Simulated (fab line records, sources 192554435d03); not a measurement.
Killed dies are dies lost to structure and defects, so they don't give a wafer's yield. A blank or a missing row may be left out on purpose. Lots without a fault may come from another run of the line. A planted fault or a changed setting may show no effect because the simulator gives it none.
A struck lot beside a sound one | flow n5_finfet | 16 steps out of a route of 1938
Sound: wafers L943.1, L943.2, L943.4. Struck: wafer L929.2. (L929.3, L929.6 of the same lot were not struck and are left out.) The cause comes at the end.
At each step with rows: each side's tool, then ch and its chambers, then its first start. Under that, the readings that differ: sound wafers | struck wafers | difference of the means | sigmas: that difference in standard deviations of wafers without a fault.
alike: readings whose means differ by less than 2 such deviations, and words and numbers that are the same on both sides. not compared: withheld readings, readings that some wafer has no value for, bounds like >300 that may hide the same value, and numbers for which the record gives no deviation and whose values overlap.
The two part at a step that has a row with sigmas, a row that says differs or no value, or rows on one side only. Numbers that don't overlap but have no deviation are shown without sigmas and don't part them. A reading that every wafer of one side lacks parts them only if that side has two wafers or more.

first, 8 steps without rows for these wafers: N5_SD_EPI_P_COAT_34 (time 60 s, resist thk 350 nm); N5_SD_EPI_P_COAT_35 (time 60 s, resist thk 35 nm); N5_SD_EPI_P_COAT_03 (resist thk 150 nm); N5_SD_EPI_P_EBR_05; N5_SD_EPI_P_SOFTBAKE_04 (time 60 s); N5_SD_EPI_P_EXPOSE_06 (exposes mask SD P BLK, target cd 240 nm); N5_SD_EPI_P_PEB_07 (peb time 60 s); N5_SD_EPI_P_DEVELOP_08 (develop time 30 s).
N5_SD_EPI_P_CD_MEAS_09: target cd 240 nm.
  sound on cd_sem-01 ch 0, day 8 11:11; struck on cd_sem-03 ch 0, day 5 00:53
  alike: cd_nm
N5_SD_EPI_P_OVL_MEAS_10:
  sound on overlay-02 ch 0, day 8 11:13; struck on overlay-02 ch 0, day 5 00:55
  alike: SD_P_BLK_OVL
N5_SD_EPI_P_INSPECT_11: inspects for defects (macro).
  sound on defect_inspect-02, day 8 11:15; struck on defect_inspect-01, day 5 00:56
  alike: raw_defect_count
N5_SD_EPI_P_DESCUM_14: chemistry O2, time 7.9 s.
  sound on rie_diel-05 ch 0,1,3, day 8 11:28; struck on rie_diel-05 ch 2, day 5 00:59
  alike: drypump_motor_current_A, oes_product_au, rf_vpp_V, showerhead_plenum_p_Torr, throttle_valve_pct
  not compared: rf_hours_counter_h
N5_SD_EPI_P_ETCH_36: etches SiARC in CF4, target depth 45.5 nm, time 75.8 s.
  sound on rie_diel-05 ch 0,1,3, day 8 11:30; struck on rie_diel-05 ch 2, day 5 01:01
  reading               | sound          | struck | difference | sigmas
  etch_rf_on_time_s (s) | 79.9 75.4 76.2 | 47.6   | -29.6      | -16
  oes_product_au (a.u.) | 0.58 0.74 0.59 | 0.96   | +0.32      | +4
  alike: bias_w, drypump_motor_current_A, rf_vpp_V, showerhead_plenum_p_Torr, throttle_valve_pct
  not compared: rf_hours_counter_h
N5_SD_EPI_P_ETCH_37: etches SOC in N2/H2, overetch 108 nm, time 486 s.
  sound on rie_diel-05 ch 0,1,3, day 8 11:33; struck on rie_diel-05 ch 2, day 5 01:05
  alike: bias_w, drypump_motor_current_A, oes_product_au, rf_vpp_V, showerhead_plenum_p_Torr, throttle_valve_pct
  not compared: rf_hours_counter_h
-- the record jumps here: 6 days lie between the struck wafers' starts before and after (it left off in module SD_EPI_P and takes up again in module BEOL_M4, whose first step shown is number 1111 of the route) --
N5_BEOL_M4_RC_MEAS_101:
  sound on prober-02 ch 0, day 13 22:56; struck on prober-01 ch 0, day 11 04:07
  reading       | sound          | struck | difference | sigmas
  ION_N (uA/um) | 675 668 675    | 647    | -26        | -2
  SS_P (mV/dec) | 72.2 73.0 72.6 | 73.7   | +1.1       | +2
  alike: DIBL_N, DIBL_P, IOFF_N, IOFF_P, ION_P, SS_N, VT_N, VT_P
-- the record jumps here: 4 days lie between the struck wafers' starts before and after (it left off in module BEOL_M4 and takes up again in module PASSIVATION, whose first step shown is number 1936 of the route) --
N5_PASSIVATION_PROBE_49:
  sound on prober-02, day 18 09:32; struck on prober-01, day 15 06:38
  reading              | sound  | struck | difference | sigmas
  killed_at_other      | 6 10 8 | 1      | -7         | -3
  sort_bin_8_speed (%) | 0 0 0  | 0.34   | +0.34      | +11
  alike: defect_limited_yield, killed_at_M0_to_M3, killed_at_M4_up, killed_at_contacts, killed_at_front_end, killed_dies, killed_open, killed_short, sort_bin_5_function, sort_bin_6_memory, sort_n_pass, sort_yield_pct

WHERE THEY PART
First at N5_SD_EPI_P_ETCH_36; last, within this record, at N5_PASSIVATION_PROBE_49.

WHY: what the simulator had put in
Process parameter drift: rie_diel-05, from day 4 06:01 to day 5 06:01, at N5_SD_EPI_P_ETCH_36. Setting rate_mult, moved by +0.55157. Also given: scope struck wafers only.
